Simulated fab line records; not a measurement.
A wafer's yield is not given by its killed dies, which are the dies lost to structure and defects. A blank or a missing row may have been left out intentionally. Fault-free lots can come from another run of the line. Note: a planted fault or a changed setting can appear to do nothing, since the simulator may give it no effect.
Matching of chambers	flow nandHarc	4 sister chambers for NHARC_A_BONDPAD_CMP_19 on cmp-02
The step polishes, t overpolish 30 s, cu recess touch 16 s, target thk 169.82 nm. 14 wafers are shown with their chamber, then 7 later ones without.

## WAFERS PAIRED WITH THEIR CHAMBERS
wafer	chamber	motorCurrentA (A)	overpolishRunS (s)
L086.2	1	11.6	30.016
L086.5	1	11.9	30.002
L086.6	0	12.0	30.016
L089.1	0	13.3	30.003
L089.3	1	12.7	30.008
L089.5	2	12.0	30.007
L092.2	1	12.1	30.006
L092.3	3	13.9	30.003
L092.4	2	11.5	30.007
L093.2	3	14.7	29.995
L093.5	0	12.9	30.012
L093.6	1	12.2	29.999
L094.1	2	11.0	29.992
L094.3	0	12.9	29.997

SIGNATURES (means of the wafers above)
reading	chamber 0	chamber 1	chamber 2	chamber 3	scatter within a chamber
motorCurrentA	12.775	12.100	11.500	14.300	0.489
overpolishRunS	30.00700	30.00620	30.00200	29.99900	0.00757
Rule: for a wafer and a chamber, the distance is found by dividing, reading by reading, the gap between the wafer's reading and the chamber's mean by the reading's scatter, squaring, summing and taking the root. If the next closest chamber is less than 2 further off than the closest, the wafer can't be placed; otherwise it belongs to the closest. How the scatter is found: for the shown wafers, subtract from each reading the mean of its chamber, square and add these, divide the total by (wafers less chambers), then take the root.

## WAFERS WITH NO CHAMBER GIVEN
wafer	motorCurrentA (A)	overpolishRunS (s)
L094.6	11.9	29.988
L094.2	13.8	30.013
L094.4	12.2	29.990
L094.5	14.8	29.992
L097.1	12.4	30.012
L097.2	15.0	30.012
L097.3	11.6	29.999

## THE CHAMBER EACH PASSED THROUGH
wafer	from the rows above	in truth
L094.6	can't be placed: 2 or 1 or 0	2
L094.2	can't be placed: 3 or 0 or 1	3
L094.4	can't be placed: 2 or 1 or 0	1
L094.5	3	3
L097.1	can't be placed: 1 or 0 or 2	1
L097.2	3	3
L097.3	can't be placed: 2 or 1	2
Placed correctly: 2 of 7. Unplaceable from these rows: 5, with the true chamber sitting among the candidates in 5. Wrongly placed: 0.
